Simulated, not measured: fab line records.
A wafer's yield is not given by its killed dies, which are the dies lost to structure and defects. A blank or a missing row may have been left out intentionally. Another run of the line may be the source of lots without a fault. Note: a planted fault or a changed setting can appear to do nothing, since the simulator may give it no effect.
Matching of chambers -- flow n5Finfet -- aldMetal-04 running N5_HKMG_FIN_ALD_79: 4 sister chambers
The step deposits TiN, target thk 1.5 nm, pulse time 1 s, purge time 3 s. 8 wafers are shown with their chamber, then 7 later ones without.

== EACH WAFER AND ITS CHAMBER ==
wafer,chamber,heaterPowerW (W),precursorPulseHeightRel
L078.5,2,932,1.035
L079.6,2,938,1.028
L080.6,0,886,0.988
L083.1,1,873,1.034
L083.4,3,894,0.988
L083.6,3,907,0.994
L087.1,1,865,0.985
L087.3,0,892,1.009

== WAFERS MISSING THEIR CHAMBER ==
wafer,heaterPowerW (W),precursorPulseHeightRel
L087.6,877,1.012
L093.2,904,0.987
L093.4,851,0.979
L093.5,876,0.987
L094.2,886,0.993
L094.4,903,1.011
L094.5,903,0.990

== EACH ONE'S CHAMBER ==
wafer,from the rows above,in truth
L087.6,can't be placed: 1 or 0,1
L093.2,can't be placed: 3 or 0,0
L093.4,1,1
L093.5,can't be placed: 1 or 0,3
L094.2,can't be placed: 0 or 3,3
L094.4,can't be placed: 3 or 0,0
L094.5,can't be placed: 3 or 0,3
1 of 7 placed correctly. From these rows, 6 cannot be placed; in 5 the true chamber is one of the candidates. Placed wrongly: 0.
How it was worked out, from the rows above alone: a wafer's distance from a chamber is the root of the sum, over the readings, of the square of ((its reading less the chamber's mean) divided by the reading's scatter). The wafer belongs to the nearest chamber; if the next one is less than 2 further off, it can't be placed. A chamber's mean is the mean of its shown wafers. How the scatter is found: for the shown wafers, subtract from each reading the mean of its chamber, square and add these, divide the total by (wafers less chambers), then take the root.
